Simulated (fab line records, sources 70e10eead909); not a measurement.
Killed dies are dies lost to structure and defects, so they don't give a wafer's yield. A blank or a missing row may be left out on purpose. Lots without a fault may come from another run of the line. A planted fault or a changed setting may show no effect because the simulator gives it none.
fab line records | flow nand_harc
record lots=6 wafers=18 last_day=23
route steps=1159 shown P_M0@263 P_M1@285 END@1159
lots that met no fault: from a run of the same line without faults
start_h: hours from the record's first day to the start of the lot's first wafer shown | wait_h: hours since the lot's step before | " the same as in the row above | L1.1+2: a row that stands for several wafers | - no value, or no start given | * or withheld: withheld | < > ~ a bound
route shown NAME@n: a module of which the file shows steps, and the number in the route of the first | usual: mean/standard deviation of fault-free wafers | same: alike in all rows | chamber/n: place in a boat | sites: the reading at each site | _std_site: their standard deviation | _edge_site: outer sites' mean less inner sites' | radius_mm: how far each site lies from the wafer's centre | mask NAME#n: copy n | behind: the tool/chamber that last shaped the wafer | hold: why the lot was held/for how many hours/how that ended | device: the transistor (n, p or np) that didn't switch | end of line: the same wafers' tests at the end of the route | a step without rows: its recipe alone | killed: dies lost to structure and defects at the first sort, not the wafer's yield | map: a wafer's dies, x killed, . not, _ none there
set.NAME: the setting as run; set.NAME@STEP: as run at that earlier step | model.NAME: the simulator's own value behind a step, which no gauge read
lots at some steps of the route; a table a step, a row a wafer
services: from which hour (start_h, from the record's first day; less than 0 if before it) a tool's chamber was out of use, for how many hours, and why
## steps
# step NHARC_P_M0_CD_MEAS_09
# recipe target_cd_nm=90 landing_energy_ev=500
# usual cd_nm=90.2/0.71
# columns lot.wafer tool chamber start_h wait_h cd_nm
L109.1 cd_sem-03 0 139.57 - 90.1
L109.4 " 0 " " 90.6
L109.5 " 0 " " 89.5
L113.2 cd_sem-01 0 148.67 - 90.2
L113.3 " 0 " " 91.3
L113.6 " 0 " " 90.7
L114.3 cd_sem-02 0 162.06 - 89.5
L114.5 " 0 " " 90.4
L114.6 " 0 " " 90.7
L118.1 cd_sem-03 0 176.74 - 91.1
L118.4 " 0 " " 91.6
L118.5 " 0 " " 89.9
L117.1 cd_sem-01 0 179.35 - 89.9
L117.2 " 0 " " 90.7
L117.6 " 0 " " 91.4
L124.1 cd_sem-03 0 219.12 - 89.3
L124.3 " 0 " " 89.6
L124.6 " 0 " " 90.5
# step NHARC_P_M0_OVL_MEAS_10
# recipe pitch_nm=180
# usual overlay_x_nm=0.3/0.78 overlay_y_nm=0.0/0.92
# columns lot.wafer tool chamber start_h wait_h overlay_x_nm overlay_y_nm
L109.1 overlay-02 - 139.65 - 0.4 -0.8
L109.4 " - " " 0.6 -0.3
L109.5 " - " " 0.4 -0.5
L113.2 overlay-01 - 148.76 - -0.1 0.0
L113.3 " - " " -0.1 0.7
L113.6 " - " " 0.3 0.3
L114.3 overlay-02 - 162.14 - -0.2 -1.1
L114.5 " - " " 0.3 -1.7
L114.6 " - " " 0.3 -1.1
L118.1 overlay-01 - 176.82 - 1.7 0.4
L118.4 " - " " 1.5 0.4
L118.5 " - " " 1.6 0.8
L117.1 overlay-01 - 179.45 - 1.8 0.4
L117.2 " - " " 1.7 0.2
L117.6 " - " " 1.8 -0.1
L124.1 overlay-02 - 219.21 - 0.3 -0.2
L124.3 " - " " 0.1 -0.1
L124.6 " - " " 0.1 -0.8
# step NHARC_P_M0_INSPECT_11
# usual raw_defect_count=3.8/2.3
# columns lot.wafer tool chamber start_h wait_h raw_defect_count
L109.1 defect_inspect-01 - 139.69 0.0 1
L109.4 " - " " 4
L109.5 " - " " 1
L113.2 defect_inspect-01 - 148.80 0.0 6
L113.3 " - " " 1
L113.6 " - " " 1
L114.3 defect_inspect-01 - 162.18 0.0 4
L114.5 " - " " 1
L114.6 " - " " 3
L118.1 defect_inspect-02 - 176.86 0.0 3
L118.4 " - " " 1
L118.5 " - " " 1
L117.1 defect_inspect-02 - 179.49 0.0 1
L117.2 " - " " 3
L117.6 " - " " 2
L124.1 defect_inspect-02 - 219.25 0.0 2
L124.3 " - " " 5
L124.6 " - " " 6
# step NHARC_P_M0_DESCUM_14
# recipe time_s=3 o2_flow_sccm=200 ar_flow_sccm=0 bias_power_w=0 chemistry=O2
# step NHARC_P_M0_ETCH_34
# recipe target_depth_a=400 overetch_a=120 time_s=43.94 ion_energy_ev=200 n2_flow_sccm=150 h2_flow_sccm=150 ar_flow_sccm=0 rf_w=400 bias_w=150 chemistry=N2/H2
# step NHARC_P_M0_ETCH_15
# recipe target_depth_a=1500 overetch_a=150 time_s=82.5 c4f8_flow_sccm=withheld ar_flow_sccm=400 rf_w=600 bias_w=300 chemistry=C4F8/Ar
# step NHARC_P_M0_CD_MEAS_16
# usual cd_nm=90.2/1
# columns lot.wafer tool chamber start_h wait_h cd_nm
L109.1 cd_sem-03 - 140.05 - 89.9
L109.4 " - " " 91.3
L109.5 " - " " 90.4
L113.2 cd_sem-03 - 149.16 - 89.3
L113.3 " - " " 90.9
L113.6 " - " " 90.0
L114.3 cd_sem-01 - 162.55 - 89.8
L114.5 " - " " 89.6
L114.6 " - " " 91.9
L118.1 cd_sem-02 - 177.22 - 89.7
L118.4 " - " " 91.2
L118.5 " - " " 89.4
L117.1 cd_sem-02 - 179.86 - 89.8
L117.2 " - " " 90.2
L117.6 " - " " 91.1
L124.1 cd_sem-01 - 219.61 - 90.2
L124.3 " - " " 88.7
L124.6 " - " " 90.0
# step NHARC_P_M0_STRIP_18
# recipe power_w=1000 n2_flow_sccm=150 h2_flow_sccm=150 ar_flow_sccm=0 bias_w=0 chemistry=N2/H2
# step NHARC_P_M0_STRIP_19
# recipe time_s=600 temp_c=30 chemistry=post_etch_residue_remover
# step NHARC_P_M0_DEGAS_28
# recipe temp_c=250 time_s=60
# usual heater_power_w=348/35
# columns lot.wafer tool chamber start_h wait_h heater_power_w
L109.4 pvd_sputter-02 - 140.68 - 336
L109.1 " - " " 354
L109.5 " - " " 304
L113.2 pvd_sputter-03 - 149.79 - 332
L113.3 " - " " 387
L113.6 " - " " 346
L114.3 pvd_sputter-02 - 163.21 - 358
L114.5 " - " " 333
L114.6 " - " " 361
L118.4 pvd_sputter-02 - 177.85 - 348
L118.1 " - " " 316
L118.5 " - " " 350
L117.1 pvd_sputter-03 - 180.49 - 394
L117.2 " - " " 348
L117.6 " - " " 361
L124.3 pvd_sputter-01 - 220.43 - 420
L124.1 " - " " 305
L124.6 " - " " 419
# step NHARC_P_M0_PRE_CLEAN_29
# recipe time_s=30 temp_c=280 gas=H2/He
# usual heater_power_w=423/43
# columns lot.wafer tool chamber start_h wait_h heater_power_w
L109.4 pvd_sputter-02 - - - 453
L109.1 " - " " 404
L109.5 " - " " 436
L113.3 pvd_sputter-03 - - - 436
L113.2 " - " " 429
L113.6 " - " " 439
L114.3 pvd_sputter-02 - - - 399
L114.6 " - " " 421
L114.5 " - " " 380
L118.1 pvd_sputter-02 - - - 438
L118.4 " - " " 395
L118.5 " - " " 440
L117.2 pvd_sputter-03 - - - 431
L117.1 " - " " 387
L117.6 " - " " 430
L124.3 pvd_sputter-01 - - - 478
L124.1 " - " " 514
L124.6 " - " " 385
# step NHARC_P_M0_PVD_20
# recipe target_thk_a=50 bias_v=168.6 power_w=15000 chamber_pressure_pa=0.12 time_s=8.06 substrate_temp_c=50 material=TaN
# step NHARC_P_M0_PVD_21
# recipe target_thk_a=300 chamber_pressure_pa=5 power_w=5000 substrate_temp_c=30 time_s=20.49 material=Cu
# usual throttle_valve_pct=30.0/0.84
# columns lot.wafer tool chamber start_h wait_h throttle_valve_pct
L109.4 pvd_sputter-02 - 140.89 - 29.0
L109.1 " - " " 29.7
L109.5 " - " " 29.1
L113.2 pvd_sputter-03 - 150.02 - 30.3
L113.3 " - " " 29.4
L113.6 " - " " 29.2
L114.3 pvd_sputter-02 - 163.43 - 29.7
L114.6 " - " " 29.0
L114.5 " - " " 29.7
L118.1 pvd_sputter-02 - 178.10 - 29.6
L118.4 " - " " 30.4
L118.5 " - " " 28.9
L117.1 pvd_sputter-03 - 180.71 - 28.9
L117.2 " - " " 30.4
L117.6 " - " " 30.2
L124.3 pvd_sputter-01 - 221.34 - 29.5
L124.1 " - " " 29.5
L124.6 " - " " 29.3
# step NHARC_P_M0_ECD_22
# recipe target_thk_a=4000 bath_temp_c=25 material=Cu
# step NHARC_P_M0_ANNEAL_30
# recipe temp_c=225 time_s=90
# step NHARC_P_M0_CMP_23
# recipe t_overpolish_s=20 target_thk_nm=117.53
# usual motor_current_A=11.4/1.1 slurry_flow_ml_min=150.0/0.43 time_to_endpoint_s=29.5/3
# columns lot.wafer tool chamber start_h wait_h motor_current_A slurry_flow_ml_min time_to_endpoint_s
L109.4 cmp-02 3 141.78 - 12.0 149.5 32.5
L109.1 " 1 " " 11.9 150.7 28.8
L109.5 " 2 " " 11.2 149.3 25.5
L113.3 cmp-04 1 150.87 - 13.6 150.2 28.9
L113.2 " 3 " " 9.8 149.9 30.0
L113.6 " 1 " " 12.2 150.1 27.5
L114.3 cmp-02 3 164.28 - 12.4 150.4 36.8
L114.6 " 3 " " 11.3 150.2 35.8
L114.5 " 0 " " 11.7 149.7 28.6
L118.4 cmp-04 1 178.95 - 12.6 149.7 29.7
L118.1 " 2 " " 11.0 149.3 29.9
L118.5 " 1 " " 12.8 149.0 24.2
L117.2 cmp-04 1 181.60 - 12.7 150.8 28.4
L117.1 " 3 " " 9.6 150.1 30.0
L117.6 " 1 " " 13.0 149.8 28.6
L124.1 cmp-02 2 222.28 - 10.9 150.5 29.5
L124.3 " 3 " " 12.1 150.1 34.9
L124.6 " 1 " " 12.5 149.6 30.7
# step NHARC_P_M0_SRD_25
# step NHARC_P_M0_INSPECT_27
# usual raw_defect_count=310/110
# columns lot.wafer tool chamber start_h wait_h raw_defect_count
L109.1 defect_inspect-02 - 142.23 0.0 461
L109.4 " - " " 350
L109.5 " - " " 392
L113.2 defect_inspect-01 - 151.34 0.0 516
L113.3 " - " " 495
L113.6 " - " " 424
L114.3 defect_inspect-01 - 164.76 0.0 155
L114.5 " - " " 320
L114.6 " - " " 234
L118.1 defect_inspect-01 - 179.44 0.0 364
L118.4 " - " " 219
L118.5 " - " " 449
L117.1 defect_inspect-02 - 182.07 0.0 308
L117.2 " - " " 249
L117.6 " - " " 321
L124.1 defect_inspect-02 - 222.70 0.0 280
L124.3 " - " " 285
L124.6 " - " " 252
# step NHARC_P_M0_PRE_CLEAN_31
# recipe time_s=12 temp_c=370 rf_power_w=300 gas=NH3
# usual heater_power_w=630/59
# columns lot.wafer tool chamber start_h wait_h heater_power_w since_wet_clean_h
L109.1 pecvd-04 0 142.32 0.1 701 115
L109.5 " 1 " " 680 -
L109.4 " 2 " " 556 -
L113.2 pecvd-01 1 151.44 0.1 717 82
L113.3 " 0 " " 579 82
L113.6 " 0 " " 594 -
L114.3 pecvd-01 1 164.86 0.1 688 96
L114.6 " 2 " " 659 -
L114.5 " 0 " " 581 -
L118.1 pecvd-02 1 179.52 0.1 660 14
L118.4 " 1 " " 653 -
L118.5 " 2 " " 649 -
L117.2 pecvd-01 1 182.13 0.1 777 113
L117.1 " 0 " " 620 113
L117.6 " 2 " " 656 -
L124.1 pecvd-02 1 222.77 0.1 563 57
L124.3 " 0 " " 556 57
L124.6 " 0 " " 536 -
# step NHARC_P_M0_DEP_32
# recipe target_thk_a=300 temp_c=370 target_thk_nm=30 pressure_torr=3 flow_sccm=200 rf_w=450 material=SiCN
# step NHARC_P_M1_DEP_00
# recipe target_thk_a=1825 target_thk_nm=182.5 temp_c=withheld pressure_torr=5 flow_sccm=200 rf_w=600 material=SiOC
# step NHARC_P_M1_DEHYDRATE_01
# recipe temp_c=150 time_s=120
# step NHARC_P_M1_HMDS_02
# recipe time_s=30
# step NHARC_P_M1_COAT_34
# recipe temp_c=200 time_s=65
# step NHARC_P_M1_COAT_03
# recipe spin_rpm=1500 resist_thk_nm=90
# step NHARC_P_M1_SOFTBAKE_04
# recipe temp_c=105 time_s=55
# step NHARC_P_M1_EBR_05
# step NHARC_P_M1_EXPOSE_06
# recipe na=1.35 target_cd_nm=130 dose_mj=81.88 mask_id=P_M1
# step NHARC_P_M1_PEB_07
# recipe peb_temp_c=100 peb_time_s=65
# step NHARC_P_M1_DEVELOP_08
# recipe develop_time_s=35 dev_temp_c=23
# step NHARC_P_M1_CD_MEAS_09
# recipe target_cd_nm=130 landing_energy_ev=500
# usual cd_nm=130.0/0.76
# columns lot.wafer tool chamber start_h wait_h cd_nm
L109.1 cd_sem-01 0 143.71 - 131.5
L109.4 " 0 " " 129.4
L109.5 " 0 " " 130.0
L113.2 cd_sem-03 0 152.76 - 129.0
L113.3 " 0 " " 129.0
L113.6 " 0 " " 129.8
L114.3 cd_sem-02 0 166.17 - 131.1
L114.5 " 0 " " 129.1
L118.1 cd_sem-02 0 180.84 - 130.0
L118.4 " 0 " " 130.9
L117.1 cd_sem-03 0 183.32 - 131.4
L117.2 " 0 " " 130.7
L117.6 " 0 " " 130.1
L124.1 cd_sem-01 0 224.10 - 129.4
L124.3 " 0 " " 130.5
L124.6 " 0 " " 129.3
# step NHARC_P_M1_OVL_MEAS_10
# recipe pitch_nm=260
# usual overlay_x_nm=-0.1/0.85 overlay_y_nm=0.0/0.91
# columns lot.wafer tool chamber start_h wait_h overlay_x_nm overlay_y_nm
L109.1 overlay-01 - 143.80 - -0.5 0.4
L109.4 " - " " -1.0 0.5
L109.5 " - " " -0.3 0.4
L113.2 overlay-01 - 152.85 - -1.0 -0.1
L113.3 " - " " -0.5 -0.1
L113.6 " - " " -0.8 0.3
L114.3 overlay-02 - 166.26 - 1.3 -0.6
L114.5 " - " " 1.3 0.4
L118.1 overlay-02 - 180.93 - 0.9 1.7
L118.4 " - " " 1.0 1.3
L117.1 overlay-02 - 183.40 - -1.2 -0.3
L117.2 " - " " -0.1 -0.4
L117.6 " - " " -1.0 0.1
L124.1 overlay-02 - 224.20 - 0.4 1.3
L124.3 " - " " 0.2 1.5
L124.6 " - " " 0.6 2.5
# step NHARC_P_M1_INSPECT_11
# usual raw_defect_count=3.8/2.3
# columns lot.wafer tool chamber start_h wait_h raw_defect_count
L109.1 defect_inspect-01 - 143.83 0.0 3
L109.4 " - " " 8
L109.5 " - " " 2
L113.2 defect_inspect-01 - 152.89 0.0 5
L113.3 " - " " 4
L113.6 " - " " 3
L114.3 defect_inspect-02 - 166.29 0.0 2
L114.5 " - " " 1
L118.1 defect_inspect-02 - 180.96 0.0 4
L118.4 " - " " 3
L117.1 defect_inspect-02 - 183.44 0.0 4
L117.2 " - " " 0
L117.6 " - " " 3
L124.1 defect_inspect-02 - 224.23 0.0 4
L124.3 " - " " 3
L124.6 " - " " 5
# step NHARC_P_M1_DESCUM_14
# recipe time_s=3 o2_flow_sccm=200 ar_flow_sccm=0 bias_power_w=0 chemistry=O2
# step NHARC_P_M1_ETCH_35
# recipe target_depth_a=400 overetch_a=120 time_s=43.94 ion_energy_ev=200 n2_flow_sccm=150 h2_flow_sccm=150 ar_flow_sccm=0 rf_w=400 bias_w=150 chemistry=N2/H2
# step NHARC_P_M1_ETCH_15
# recipe target_depth_a=1825 time_s=91.2 c4f8_flow_sccm=withheld ar_flow_sccm=400 rf_w=600 bias_w=300 chemistry=C4F8/Ar
# step NHARC_P_M1_CD_MEAS_16
# usual cd_nm=129.7/1.1
# columns lot.wafer tool chamber start_h wait_h cd_nm
L109.1 cd_sem-03 - 144.20 - 133.0
L109.4 " - " " 129.8
L109.5 " - " " 129.8
L113.2 cd_sem-02 - 153.25 - 128.3
L113.3 " - " " 128.2
L113.6 " - " " 128.9
L114.3 cd_sem-01 - 166.66 - 131.1
L114.5 " - " " 128.9
L118.1 cd_sem-01 - 181.37 - 129.0
L118.4 " - " " 130.0
L117.1 cd_sem-01 - 183.85 - 129.3
L117.2 " - " " 130.5
L117.6 " - " " 129.7
L124.1 cd_sem-03 - 224.64 - 128.6
L124.3 " - " " 130.3
L124.6 " - " " 128.4
# step NHARC_P_M1_STRIP_18
# recipe power_w=1000 n2_flow_sccm=150 h2_flow_sccm=150 ar_flow_sccm=0 bias_w=0 chemistry=N2/H2
# step NHARC_P_M1_ETCH_28
# recipe target_depth_a=300 over_etch_frac=0.3 time_s=72.99 ion_energy_ev=150 cf4_flow_sccm=50 n2_flow_sccm=100 ar_flow_sccm=150 rf_w=300 bias_w=100 chemistry=CF4/N2
# usual drypump_motor_current_A=5.9/0.44 n2_flow_sccm=100.03/0.28 oes_product_au=0.999/0.014 rf_vpp_V=314.8/1.9 showerhead_plenum_p_Torr=2.66/0.1 throttle_valve_pct=19.795/0.0086
# columns lot.wafer tool chamber start_h wait_h drypump_motor_current_A n2_flow_sccm oes_product_au rf_hours_counter_h rf_vpp_V showerhead_plenum_p_Torr throttle_valve_pct
L109.1 rie_diel-08 3 144.69 0.4 6.4 99.48 1.011 1 314.9 2.75 19.790
L109.4 " 3 " " 6.4 99.69 1.005 - 317.2 2.75 19.791
L109.5 " 3 " " 6.4 99.66 1.007 - 317.4 2.75 19.782
L113.3 rie_diel-05 2 - - 5.8 100.02 1.028 4 312.8 2.53 19.799
L113.2 " 3 " " 6.0 99.86 0.983 4 315.4 2.67 19.785
L113.6 " 1 " " 6.6 100.09 0.973 - 315.3 2.67 19.814
L114.3 rie_diel-13 1 - - 5.4 100.18 1.028 5 315.5 2.73 19.799
L114.5 " 0 " " 6.2 99.91 0.987 - 317.3 2.79 19.773
L118.1 rie_diel-05 0 - - 5.1 100.11 1.006 0 315.3 2.61 19.796
L118.4 " 1 " " 6.5 99.79 0.983 0 314.1 2.67 19.796
L117.2 rie_diel-05 3 - - 6.0 100.32 0.982 0 314.1 2.67 19.805
L117.1 " 0 " " 5.1 100.32 1.016 0 314.6 2.61 19.791
L117.6 " 3 " " 6.0 100.07 0.988 - 313.6 2.67 19.786
L124.1 rie_diel-08 2 - - 5.5 99.63 0.989 8 318.4 2.74 19.791
L124.3 " 3 " " 6.5 99.92 0.982 8 316.1 2.75 19.792
L124.6 " 1 " " 6.1 99.90 1.008 - 312.7 2.54 19.794
# step NHARC_P_M1_STRIP_19
# recipe time_s=600 temp_c=30 chemistry=post_etch_residue_remover
# step NHARC_END_SORT_01
# recipe temp_c=25
# usual defect_limited_yield=95.3/1.6 killed_at_array=28/11 killed_at_other=0.5/0.87 killed_at_periphery=2.9/2.2 killed_dies=32/11 killed_open=3.2/1.9 killed_short=1.8/1.4 sort_bin_2_pct=1.5/0.62 sort_bin_3_pct=0.22/0.18 sort_bin_4_pct=3.0/1.1 sort_n_pass=645/11 sort_rim_yield_pct=96.1/2.4 sort_yield_pct=95.3/1.6
# same gross_dies=677 sort_bin_5_pct[%]=0 sort_bin_6_pct[%]=0 sort_bin_7_pct[%]=0 sort_bin_8_pct[%]=0 sort_rim_n_gross=106.00
# columns lot.wafer tool chamber start_h wait_h defect_limited_yield[%] killed_at_array killed_at_other killed_at_periphery killed_dies killed_open killed_short sort_bin_2_pct[%] sort_bin_3_pct[%] sort_bin_4_pct[%] sort_n_pass sort_rim_yield_pct[%] sort_yield_pct[%]
L109.1 prober-02 0 447.44 2.5 95.7 24 3 2 29 3 2 1.2 0.15 3.0 648 99.1 95.7
L109.4 prober-02 0 449.85 3.4 96.8 17 0 5 22 3 0 0.7 0.15 2.4 655 98.1 96.8
L109.5 prober-02 0 450.65 3.7 96.5 23 0 1 24 2 2 1.3 0.44 1.8 653 94.3 96.5
L118.5 prober-02 0 494.53 3.7 0 34 0 643 677 1 2 96.2 0.15 3.7 0 0 0
L114.3 prober-01 0 494.53 3.0 93.9 39 0 2 41 1 0 1.8 0.30 4.0 636 98.1 93.9
L114.5 prober-01 0 496.12 3.7 94.8 34 0 1 35 3 1 1.3 0.59 3.2 642 95.3 94.8
L114.6 prober-01 0 496.92 4.0 0 43 0 634 677 4 0 95.4 0.15 4.4 0 0 0
L117.1 prober-02 0 499.08 2.5 96.3 22 1 2 25 7 2 1.2 0.30 2.2 652 97.2 96.3
L117.2 prober-02 0 499.88 2.8 97.6 14 0 2 16 3 3 0.6 0.30 1.5 661 98.1 97.6
L117.6 prober-02 0 503.07 4.0 96.2 22 0 4 26 7 3 1.2 0 2.7 651 98.1 96.2
L124.1 prober-01 0 558.58 2.5 95.0 31 0 3 34 3 4 1.5 0.15 3.4 643 93.4 95.0
L124.3 prober-01 0 560.17 3.1 93.6 41 0 2 43 3 0 1.8 0.15 4.4 634 98.1 93.6
L124.6 prober-01 0 562.55 4.0 95.4 28 0 3 31 0 0 1.3 0 3.2 646 97.2 95.4
# killed by level:class
L109.1 A_SLIT:chamber_film_flake=8 A_CONTACT:chamber_film_flake=7 A_CHANNEL_HOLE_D1:chamber_film_flake=4 THIN_TSV:chamber_film_flake=3 A_CONTACT:geometric_particle:open=2 P_CONTACT:geometric_particle:open=1 P_M0:geometric_particle:short=1 A_CONTACT:geometric_particle:short=1
L109.4 A_SLIT:chamber_film_flake=8 A_CONTACT:chamber_film_flake=5 P_ZERO_WELL:chamber_film_flake=3 P_M0:geometric_particle:open=1 A_WL_FILL:geometric_particle:open=1 A_CONTACT:geometric_particle:open=1 P_M2:chamber_film_flake=1 A_CHANNEL_HOLE_D1:chamber_film_flake=1
L109.5 A_SLIT:chamber_film_flake=12 A_CONTACT:chamber_film_flake=4 A_CONTACT:geometric_particle:open=2 A_CHANNEL_HOLE_D1:chamber_film_flake=2 A_SOURCE_PLATE:geometric_particle:short=1 A_M0:geometric_particle:short=1 P_GATE:chamber_film_flake=1 A_CHANNEL_FILL_D1:chamber_film_flake=1
L114.3 A_SLIT:chamber_film_flake=17 A_CHANNEL_HOLE_D1:chamber_film_flake=16 A_CONTACT:chamber_film_flake=4 P_BONDPAD:geometric_particle:open=1 P_ZERO_WELL:chamber_film_flake=1 A_BLC:chamber_film_flake=1 A_STAIRCASE:chamber_film_flake=1
L118.5 P_M0:area_pvd=640 A_SLIT:chamber_film_flake=14 A_CHANNEL_HOLE_D1:chamber_film_flake=11 A_STAIRCASE:chamber_film_flake=4 P_M2:chamber_film_flake=2 A_CONTACT:chamber_film_flake=2 A_CHANNEL_FILL_D1:geometric_particle:short=1 A_CONTACT:geometric_particle:short=1
L114.5 A_CHANNEL_HOLE_D1:chamber_film_flake=14 A_SLIT:chamber_film_flake=12 A_CONTACT:chamber_film_flake=4 P_GATE:geometric_particle:short=1 A_CHANNEL_HOLE_D1:geometric_particle:open=1 A_BLC:geometric_particle:open=1 A_M1:geometric_particle:open=1 A_STAIRCASE:chamber_film_flake=1
L114.6 P_M0:area_pvd=633 A_CHANNEL_HOLE_D1:chamber_film_flake=20 A_SLIT:chamber_film_flake=16 A_CHANNEL_FILL_D1:chamber_film_flake=2 A_CONTACT:chamber_film_flake=2 P_CONTACT:geometric_particle:open=1 A_ONON_D1:geometric_particle:open=1 A_BLC:geometric_particle:open=1
L117.1 A_CONTACT:chamber_film_flake=6 A_CHANNEL_HOLE_D1:chamber_film_flake=5 P_CONTACT:geometric_particle:short=2 A_SLIT:geometric_particle:open=2 A_STAIRCASE:chamber_film_flake=2 A_CHANNEL_HOLE_D1:geometric_particle:open=1 A_CHANNEL_FILL_D1:geometric_particle:open=1 A_SGD_CUT:geometric_particle:open=1
L117.2 A_WL_FILL:chamber_film_flake=4 P_GATE:geometric_particle:open=2 A_WL_FILL:geometric_particle:short=2 A_STAIRCASE:chamber_film_flake=2 A_CONTACT:chamber_film_flake=2 A_SOURCE_PLATE:geometric_particle:open=1 A_CHANNEL_FILL_D1:geometric_particle:short=1 A_ZERO_WELL:chamber_film_flake=1
L117.6 A_CHANNEL_HOLE_D1:chamber_film_flake=8 A_CONTACT:chamber_film_flake=3 A_ONON_D1:geometric_particle:short=2 P_ZERO_WELL:chamber_film_flake=2 A_WL_FILL:chamber_film_flake=2 P_GATE:geometric_particle:open=1 P_M0:geometric_particle:open=1 A_SOURCE_PLATE:geometric_particle:open=1
L124.1 A_SLIT:chamber_film_flake=15 A_CHANNEL_HOLE_D1:chamber_film_flake=7 A_CONTACT:chamber_film_flake=3 A_CHANNEL_FILL_D1:geometric_particle:short=2 A_WL_FILL:geometric_particle:short=2 P_CONTACT:geometric_particle:open=1 P_M2:geometric_particle:open=1 A_M0:geometric_particle:open=1
L124.3 A_SLIT:chamber_film_flake=21 A_CHANNEL_HOLE_D1:chamber_film_flake=10 A_CONTACT:chamber_film_flake=5 A_STAIRCASE:chamber_film_flake=2 A_WL_FILL:chamber_film_flake=2 P_CONTACT:geometric_particle:open=1 P_M0:geometric_particle:open=1 A_CHANNEL_FILL_D1:geometric_particle:open=1
L124.6 A_SLIT:chamber_film_flake=17 A_CHANNEL_HOLE_D1:chamber_film_flake=6 A_STAIRCASE:chamber_film_flake=3 P_STI:chamber_film_flake=2 A_WL_FILL:chamber_film_flake=2 P_GATE:chamber_film_flake=1
# map L114.6 (x killed, . not)
____________x____________
_________xxxxxxx_________
_______xxxxxxxxxxx_______
______xxxxxxxxxxxxx______
_____xxxxxxxxxxxxxxx_____
____xxxxxxxxxxxxxxxxx____
____xxxxxxxxxxxxxxxxx____
___xxxxxxxxxxxxxxxxxxx___
___xxxxxxxxxxxxxxxxxxx___
__xxxxxxxxxxxxxxxxxxxxx__
__xxxxxxxxxxxxxxxxxxxxx__
_xxxxxxxxxxxxxxxxxxxxxxx_
_xxxxxxxxxxxxxxxxxxxxxxx_
_xxxxxxxxxxxxxxxxxxxxxxx_
_xxxxxxxxxxxxxxxxxxxxxxx_
_xxxxxxxxxxxxxxxxxxxxxxx_
xxxxxxxxxxxxxxxxxxxxxxxxx
xxxxxxxxxxxxxxxxxxxxxxxxx
xxxxxxxxxxxxxxxxxxxxxxxxx
xxxxxxxxxxxxxxxxxxxxxxxxx
xxxxxxxxxxxxxxxxxxxxxxxxx
_xxxxxxxxxxxxxxxxxxxxxxx_
_xxxxxxxxxxxxxxxxxxxxxxx_
_xxxxxxxxxxxxxxxxxxxxxxx_
_xxxxxxxxxxxxxxxxxxxxxxx_
_xxxxxxxxxxxxxxxxxxxxxxx_
__xxxxxxxxxxxxxxxxxxxxx__
__xxxxxxxxxxxxxxxxxxxxx__
___xxxxxxxxxxxxxxxxxxx___
___xxxxxxxxxxxxxxxxxxx___
____xxxxxxxxxxxxxxxxx____
____xxxxxxxxxxxxxxxxx____
_____xxxxxxxxxxxxxxx_____
______xxxxxxxxxxxxx______
_______xxxxxxxxxxx_______
_________xxxxxxx_________
____________x____________
# map L118.5 (x killed, . not)
____________x____________
_________xxxxxxx_________
_______xxxxxxxxxxx_______
______xxxxxxxxxxxxx______
_____xxxxxxxxxxxxxxx_____
____xxxxxxxxxxxxxxxxx____
____xxxxxxxxxxxxxxxxx____
___xxxxxxxxxxxxxxxxxxx___
___xxxxxxxxxxxxxxxxxxx___
__xxxxxxxxxxxxxxxxxxxxx__
__xxxxxxxxxxxxxxxxxxxxx__
_xxxxxxxxxxxxxxxxxxxxxxx_
_xxxxxxxxxxxxxxxxxxxxxxx_
_xxxxxxxxxxxxxxxxxxxxxxx_
_xxxxxxxxxxxxxxxxxxxxxxx_
_xxxxxxxxxxxxxxxxxxxxxxx_
xxxxxxxxxxxxxxxxxxxxxxxxx
xxxxxxxxxxxxxxxxxxxxxxxxx
xxxxxxxxxxxxxxxxxxxxxxxxx
xxxxxxxxxxxxxxxxxxxxxxxxx
xxxxxxxxxxxxxxxxxxxxxxxxx
_xxxxxxxxxxxxxxxxxxxxxxx_
_xxxxxxxxxxxxxxxxxxxxxxx_
_xxxxxxxxxxxxxxxxxxxxxxx_
_xxxxxxxxxxxxxxxxxxxxxxx_
_xxxxxxxxxxxxxxxxxxxxxxx_
__xxxxxxxxxxxxxxxxxxxxx__
__xxxxxxxxxxxxxxxxxxxxx__
___xxxxxxxxxxxxxxxxxxx___
___xxxxxxxxxxxxxxxxxxx___
____xxxxxxxxxxxxxxxxx____
____xxxxxxxxxxxxxxxxx____
_____xxxxxxxxxxxxxxx_____
______xxxxxxxxxxxxx______
_______xxxxxxxxxxx_______
_________xxxxxxx_________
____________x____________
## services
# columns tool chamber start_h hours kind
rie_diel-13 - 119.40 0.2 repair
cmp-02 - 123.10 3.3 repair
rie_diel-13 2 123.77 21.7 repair
rie_diel-08 - 124.88 9.0 pm
cmp-02 - 128.55 4.0 pm
cmp-02 - 132.55 - consumable_replace:conditioner
cmp-02 - 132.55 - consumable_replace:pad
rie_diel-13 3 134.00 1.8 repair
rie_diel-08 1 141.25 6.0 repair
pecvd-02 - 153.01 13.0 pm
pvd_sputter-03 - 153.96 10.0 pm
rie_diel-05 - 163.60 9.0 pm
cmp-02 - 171.19 17.3 repair
pvd_sputter-01 - 172.68 3.9 repair
pvd_sputter-01 - 176.60 10.0 pm
pvd_sputter-03 - 179.79 0.5 repair
pecvd-04 - 195.09 13.0 pm
pvd_sputter-01 - 199.13 3.9 repair
cmp-04 - 203.73 4.0 pm
pecvd-02 - 209.51 1.1 repair
pvd_sputter-02 - 214.00 10.0 pm
pvd_sputter-03 - 216.07 5.1 repair
cmp-04 - 219.67 3.3 repair
rie_diel-13 1 223.23 23.2 repair
## key
first_sign step=NHARC_END_SORT_01 reading=killed_at_periphery direction=up sigmas=99+ usual=2.9 struck=638.5
effect step=NHARC_END_SORT_01 reading=sort_bin_2_pct direction=up sigmas=99+ usual=1.5 struck=95.8
more_kills_born_at NHARC_P_M0_PVD_21@pvd_sputter-02=1273
met_at NHARC_P_M0_PVD_21
struck_wafers L114.6,L118.5
later_rows_left_out L114.6,L118.5
onset_between 140.89 163.43
fault kind=process_parameter_drift tool=pvd_sputter-02 chamber=- onset_h=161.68 steps=NHARC_P_M0_PVD_21 channel=target_thk_a offset=* shape=step end_h=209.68 acts_in=* stated=* scope=struck_wafers_only
# later_rows_left_out: the simulator's readings of these wafers behind a module that went badly wrong aren't trusted and aren't shown, but for the sort
